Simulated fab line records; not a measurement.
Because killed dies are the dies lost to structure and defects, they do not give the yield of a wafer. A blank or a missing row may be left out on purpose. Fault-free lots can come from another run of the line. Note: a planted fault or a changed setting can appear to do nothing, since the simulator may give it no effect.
Chamber matching / flow nand harc / NHARC_A_STAIRCASE_DESCUM_252 on rie diel-07: 4 sister chambers
The step chemistry O2, time 3 s. 4 wafers are shown with their chamber, then 8 later ones without.

## EACH WAFER AND ITS CHAMBER
wafer=L084.6; chamber=0; showerhead plenum p Torr (Torr)=2.07
wafer=L088.2; chamber=2; showerhead plenum p Torr (Torr)=1.88
wafer=L088.6; chamber=1; showerhead plenum p Torr (Torr)=1.95
wafer=L091.4; chamber=3; showerhead plenum p Torr (Torr)=1.93

## WAFERS WITHOUT THEIR CHAMBER
wafer=L091.5; showerhead plenum p Torr (Torr)=1.94
wafer=L091.6; showerhead plenum p Torr (Torr)=2.06
wafer=L090.1; showerhead plenum p Torr (Torr)=1.88
wafer=L090.3; showerhead plenum p Torr (Torr)=1.93
wafer=L090.6; showerhead plenum p Torr (Torr)=1.94
wafer=L096.1; showerhead plenum p Torr (Torr)=1.92
wafer=L096.2; showerhead plenum p Torr (Torr)=1.88
wafer=L096.6; showerhead plenum p Torr (Torr)=1.92

## WHICH CHAMBER EACH WENT THROUGH
wafer=L091.5; from the rows above=can't be placed: 1 or 3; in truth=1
wafer=L091.6; from the rows above=0; in truth=0
wafer=L090.1; from the rows above=2; in truth=2
wafer=L090.3; from the rows above=3; in truth=3
wafer=L090.6; from the rows above=can't be placed: 1 or 3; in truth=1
wafer=L096.1; from the rows above=3; in truth=3
wafer=L096.2; from the rows above=2; in truth=2
wafer=L096.6; from the rows above=3; in truth=3
Placed correctly: 6 of 8. Can't be placed from these rows: 2 (the true chamber is among the candidates in 2). Number placed wrongly: 0.
How it was worked out, from the rows above alone: a wafer's distance from a chamber is the root of the sum, over the readings, of the square of ((its reading less the chamber's mean) divided by the reading's scatter). The wafer belongs to the nearest chamber; if the next one is less than 2 further off, it can't be placed. The mean given for a chamber averages the wafers shown for that chamber. The scatter: with one shown wafer a chamber, the root of the mean of the squares of how far each hidden wafer lies from its nearest shown one.
